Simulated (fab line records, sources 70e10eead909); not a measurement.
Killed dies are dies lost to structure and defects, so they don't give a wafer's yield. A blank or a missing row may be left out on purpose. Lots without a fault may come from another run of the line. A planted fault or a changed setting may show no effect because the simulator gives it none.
Chamber matching | flow nand_harc | NHARC_A_BONDPAD_DESCUM_11 on rie_diel-10: 4 sister chambers
The step chemistry O2, time 3 s. 8 wafers are shown with their chamber, then 7 later ones without.

WAFERS WITH THEIR CHAMBER
wafer  | chamber | drypump_motor_current_A (A) | rf_vpp_V (V)
L192.2 | 2       | 5.6                         | 55.7
L190.3 | 1       | 5.2                         | 57.4
L190.6 | 2       | 5.6                         | 57.6
L194.3 | 1       | 5.2                         | 57.3
L201.5 | 0       | 5.9                         | 56.1
L201.6 | 3       | 5.5                         | 58.5
L202.2 | 0       | 5.9                         | 56.1
L202.5 | 3       | 5.4                         | 58.2

WAFERS WITHOUT THEIR CHAMBER
wafer  | drypump_motor_current_A (A) | rf_vpp_V (V)
L202.6 | 5.9                         | 57.2
L206.3 | 5.4                         | 58.5
L206.4 | 5.6                         | 57.9
L206.5 | 5.9                         | 60.0
L208.2 | 5.9                         | 56.5
L208.3 | 5.4                         | 58.6
L208.5 | 5.2                         | 58.7

WHICH CHAMBER EACH WENT THROUGH
wafer  | from the rows above | in truth
L202.6 | 0                   | 0
L206.3 | 3                   | 3
L206.4 | 2                   | 2
L206.5 | 0                   | 0
L208.2 | 0                   | 0
L208.3 | 3                   | 3
L208.5 | 1                   | 1
Placed correctly: 7 of 7. Can't be placed from these rows: 0. Placed wrongly: 0.
How it was worked out, from the rows above alone: a wafer's distance from a chamber is the root of the sum, over the readings, of the square of ((its reading less the chamber's mean) divided by the reading's scatter). The wafer belongs to the nearest chamber; if the next one is less than 2 further off, it can't be placed. A chamber's mean is the mean of its shown wafers. The scatter: the root of (the sum of the squares of (reading less its chamber's mean) over the shown wafers, divided by (wafers less chambers)).
